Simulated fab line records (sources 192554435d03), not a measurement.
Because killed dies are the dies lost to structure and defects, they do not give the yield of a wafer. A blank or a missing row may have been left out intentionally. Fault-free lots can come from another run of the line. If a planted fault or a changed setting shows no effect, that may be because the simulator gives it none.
8D (eight disciplines) problem report, filled in by code ; flow n5-finfet ; the parts of the form that need people (team, actions taken, sign-off) are left out

== 1. PROBLEM STATEMENT ==
A mean of 0.28 a.u. is read at N5_BEOL_M4_ETCHBACK_99 for oes-product-au, taken on 1 wafer of 1 lot, against 0.79 a.u. (standard deviation 0.066) on wafers free of any fault. That is -7.7 standard deviations from the usual mean.
The step: etches SiO2 in CHF3, target depth 5 nm, time 10.4 s.
The first sign was on wafer L399.5 at day 12 13:25, on rie-diel-02. The record has a number at this step for 20 wafers belonging to 8 lots. Rule for "out" (also "out of limits"): further than 4 standard deviations from the usual mean. Any other wafer with a number is counted as sound.

== 2. WHAT IT IS AND WHAT IT IS NOT ==
question;is;is not
which readings at this step;oes-product-au;drypump-motor-current-A, rf-vpp-V, showerhead-plenum-p-Torr, throttle-valve-pct
which lots;L399;L384, L385, L393, L394, L395, L397, L405
which wafers of those lots;L399.5;L399.1, L399.6
read on which tools;rie-diel-02;rie-diel-05
when;from day 12 13:25;"up to then (16 sound wafers); but 3 sound wafers of L405 came after"

== 3. WHAT RULES OUT EACH SUSPECT ==
Counting: any tool at a process step up to the reading remains a suspect provided it ran every lot that is out. Sound lots after the first of them don't rule it out here, since some wafers of a struck lot are sound.
- pvd-sputter-02 at N5_BEOL_M4_HM_DEP_02 (deposits TiN, target thk 20 nm): kept. It processed L399, the lot that is out, at day 11 23:06, and its most recent sound lot before then was L397 at day 11 10:32.
- rie-diel-01 at N5_BEOL_M4_ETCH_74 (etches underlayer in N2/H2, target depth 6.5 nm, time 5.2 s): kept. It processed L399, the lot that is out, at day 12 00:09, and its most recent sound lot before then was L395 at day 11 07:04.
- ald-sin-04 at N5_BEOL_M4_ALD_98 (deposits SiO2, target thk 2.5 nm, pulse time 1 s, co reactant pulse time 1 s): kept. It processed L399, the lot that is out, at day 12 01:24, and its most recent sound lot before then was L384 at day 8 10:55.
- rie-diel-02 at N5_BEOL_M4_ETCHBACK_99 (etches SiO2 in CHF3, target depth 5 nm, time 10.4 s): kept. It processed L399, the lot that is out, at day 12 13:25, and its most recent sound lot before then was L395 at day 11 09:09. Its own readings are out on those wafers: oes-product-au.
- At N5_BEOL_M4_ETCH_74 on rie-diel-01, chamber 0 took the sound wafers of the same lots and chamber 1 took the wafers that are out.
- In ald-sin-04 at N5_BEOL_M4_ALD_98, the wafers that are out were processed in chamber 1 and their sound lot-mates in chambers 0, 3.
- At N5_BEOL_M4_ETCHBACK_99 on rie-diel-02, chamber 1 took the sound wafers of the same lots and chamber 0 took the wafers that are out.
Left after counting: pvd-sputter-02 at N5_BEOL_M4_HM_DEP_02, rie-diel-01 at N5_BEOL_M4_ETCH_74, ald-sin-04 at N5_BEOL_M4_ALD_98, rie-diel-02 at N5_BEOL_M4_ETCHBACK_99.

== 4. THE CAUSE (what the simulator had put in) ==
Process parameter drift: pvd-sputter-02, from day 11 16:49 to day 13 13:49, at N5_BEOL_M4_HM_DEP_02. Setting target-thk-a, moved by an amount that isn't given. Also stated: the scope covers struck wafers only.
After counting, 4 suspects remain, this tool included.

== 5. THE EFFECT CHAIN, in route order ==
Each row: a reading where the mean over the struck wafers with a number is more than 3 standard deviations away from the usual. Only readings for which the record gives a usual standard deviation are gone through. hours: the time from each lot's start at the first step in this table that gives one to its start at this step, as a median over the lots. sigmas: the change in usual standard deviations.
hours;step;reading;usual;on struck wafers;change;sigmas
0;N5_BEOL_M4_ETCHBACK_99;oes-product-au;0.79 a.u.;0.28;-0.51;-7.7
0;N5_BEOL_M4_VIA_ETCH_34;oes-product-au;0.80 a.u.;0.27;-0.53;-8.0
111;N5_PASSIVATION_PROBE_49;defect-limited-yield;90.9 %;0.0;-90.9;-57
111;N5_PASSIVATION_PROBE_49;killed_at_M4_up;13;1065;+1052;+99 or more
111;N5_PASSIVATION_PROBE_49;killed-dies;107;1180;+1073;+60
111;N5_PASSIVATION_PROBE_49;killed-on-rim;14;152;+138;+33
111;N5_PASSIVATION_PROBE_49;sort_bin_5_function;5.3 %;95.3;+90.0;+90
111;N5_PASSIVATION_PROBE_49;sort-n-pass;1073;0;-1073;-56
111;N5_PASSIVATION_PROBE_49;sort-yield-pct;90.9 %;0.0;-90.9;-57
Process steps it contains:
- N5_BEOL_M4_ETCHBACK_99: etches SiO2 in CHF3, target depth 5 nm, time 10.4 s.
- N5_BEOL_M4_VIA_ETCH_34: etches the open film in C4F6/O2, target depth 69.4 nm, time 65.9 s.
- N5_PASSIVATION_PROBE_49
Readings that are blank on the struck wafers while sound wafers have them: trench-depth-nm at N5_BEOL_M4_OCD_MEAS_38; cd-nm at N5_BEOL_M4_CD_MEAS_35.

== 6. HOW IT WOULD HAVE BEEN CAUGHT EARLIER ==
In this record the first reading out of limits was taken at day 12 13:25, 21 hours after the fault began at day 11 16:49.
An alarm limit of 4 standard deviations would not have fired on the tool readings at N5_BEOL_M4_HM_DEP_02 for which the record gives a usual standard deviation, since none of them was out on any struck wafer.
Each of the lots that are out, 1 in all, had begun N5_BEOL_M4_HM_DEP_02 on pvd-sputter-02 no later than day 12 13:25. Tool hold at that time: it would have spared none of them.
